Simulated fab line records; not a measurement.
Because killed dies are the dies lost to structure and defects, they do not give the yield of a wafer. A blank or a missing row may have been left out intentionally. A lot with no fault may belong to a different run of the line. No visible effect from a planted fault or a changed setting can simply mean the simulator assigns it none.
Which tool is to blame? | flow nand-harc | 33 wafers from 11 lots sampled at 5 of the route's 1302 steps

== WHAT THE GAUGES SHOWED, per wafer ==
NHARC_END_SORT_01.
lot  | measured     | on        | killed-at-array
L649 | day 25 03:56 | prober-01 | 28 20 20
L650 | day 24 18:49 | prober-02 | 72 76 86
L653 | day 26 10:22 | prober-01 | 43 46 43
L652 | day 26 01:07 | prober-02 | 49 46 59
L655 | day 26 23:56 | prober-01 | 42 53 41
L659 | day 29 17:01 | prober-01 | 659 619 593
L660 | day 29 16:59 | prober-02 | 627 636 641
L667 | day 31 15:01 | prober-01 | 69 80 76
L670 | day 32 21:05 | prober-02 | 66 62 61
L671 | day 33 07:47 | prober-01 | 65 61 70
L672 | day 34 20:26 | prober-02 | 20 40 22

== WHICH TOOL RAN EACH LOT (tool, then ch and the chambers of the sampled wafers, then the start) ==
lot  | NHARC_A_CHANNEL_HOLE_D1_ETCH_25  | NHARC_A_CHANNEL_HOLE_D1_ETCH_26  | NHARC_A_CHANNEL_FILL_D1_ETCHBACK_20 | NHARC_A_CHANNEL_FILL_D1_STRIP_28
L649 | har-etch-01 ch 1, day 9 06:04    | har-etch-01 ch 1, day 9 06:49    | rie-diel-13 ch 1,3, day 10 10:08    | rie-diel-13 ch 0,2,3, day 10 10:14
L650 | har-etch-02 ch 0, day 9 08:14    | har-etch-02 ch 0, day 9 09:32    | rie-diel-02 ch 0,2,3, day 10 10:10  | rie-diel-02 ch 0,1, day 10 10:28
L653 | har-etch-01 ch 0,1, day 10 04:22 | har-etch-01 ch 0,1, day 10 05:02 | rie-diel-02 ch 0,3, day 11 07:19    | rie-diel-02 ch 0,2,3, day 11 07:25
L652 | har-etch-02 ch 0, day 10 09:23   | har-etch-02 ch 0, day 10 10:09   | rie-diel-02 ch 0,1,3, day 11 15:44  | rie-diel-02 ch 0,1, day 11 15:49
L655 | har-etch-01 ch 0,1, day 11 08:05 | har-etch-01 ch 0,1, day 11 08:59 | rie-diel-02 ch 0,1, day 12 11:10    | rie-diel-02 ch 0,1, day 12 11:16
L659 | har-etch-01 ch 0,1, day 13 02:17 | har-etch-01 ch 0,1, day 13 02:56 | rie-diel-02 ch 0,1,2, day 14 07:21  | rie-diel-02 ch 0,1,3, day 14 07:25
L660 | har-etch-02 ch 0,1, day 13 07:06 | har-etch-02 ch 0,1, day 13 07:45 | rie-diel-02 ch 0,2,3, day 14 11:05  | rie-diel-02 ch 0,3, day 14 11:10
L667 | har-etch-02 ch 0,1, day 16 02:25 | har-etch-02 ch 0,1, day 16 03:19 | rie-diel-13 ch 2,3, day 17 10:07    | rie-diel-13 ch 1,2,3, day 17 10:13
L670 | har-etch-01 ch 0,1, day 17 09:38 | har-etch-01 ch 0,1, day 17 10:32 | rie-diel-13 ch 0,1,2, day 18 13:10  | rie-diel-13 ch 0,1,2, day 18 13:16
L671 | har-etch-01 ch 0,1, day 17 21:47 | har-etch-01 ch 0,1, day 17 22:40 | rie-diel-13 ch 0,2, day 19 01:00    | rie-diel-13 ch 0,3, day 19 01:07
L672 | har-etch-02 ch 0,1, day 18 11:13 | har-etch-02 ch 0,1, day 18 11:59 | rie-diel-13 ch 1,2, day 19 12:34    | rie-diel-13 ch 0,1, day 19 12:40
- NHARC_A_CHANNEL_HOLE_D1_ETCH_25: etches the open film in C4F8/O2/Ar, time 1040.2 s, target depth 1500 nm.
- NHARC_A_CHANNEL_HOLE_D1_ETCH_26: etches the open film in C4F8/O2/Ar, time 224.1 s, target depth 300 nm.
- NHARC_A_CHANNEL_FILL_D1_ETCHBACK_20: etches the open film in C4F8/O2/Ar, target depth 27 nm, time 13.5 s.
- NHARC_A_CHANNEL_FILL_D1_STRIP_28: strips in O2, time 20 s.

== THE ANSWER, worked out from the rows above alone ==
Rule: the lots themselves supply what counts as usual. The widest of any qualifying gaps counts: lots, ordered by their means at a reading, are off when they make up no more than a third of the lots, leave a main group of 4 or more, and stand apart from it by 3 or more times the standard deviation of that group's means. If all means in a main group match to the digits the tables above print for the reading, that group is not used. A lot without any number at a reading at which 4 lots or more have one is off too. Any other lot the step has rows for is counted as sound.
Off, at NHARC_END_SORT_01 on killed-at-array: L659, L660. The main group has a mean of 52 with a standard deviation of 18.
If a tool, at a process step before that reading, ran all the lots that are off and no sound lot after the first of them, it fits. Those tools and the gauges at NHARC_END_SORT_01 are tried in the same way. One fits: NHARC_A_CHANNEL_FILL_D1_ETCHBACK_20 and NHARC_A_CHANNEL_FILL_D1_STRIP_28 on rie-diel-02. At NHARC_A_CHANNEL_FILL_D1_ETCHBACK_20 its last sound lot is L655 (day 12 11:10), its first lot that is off L659 (day 14 07:21): a fault that began between those two fits.

== WHAT THE SIMULATOR HAD PUT IN ==
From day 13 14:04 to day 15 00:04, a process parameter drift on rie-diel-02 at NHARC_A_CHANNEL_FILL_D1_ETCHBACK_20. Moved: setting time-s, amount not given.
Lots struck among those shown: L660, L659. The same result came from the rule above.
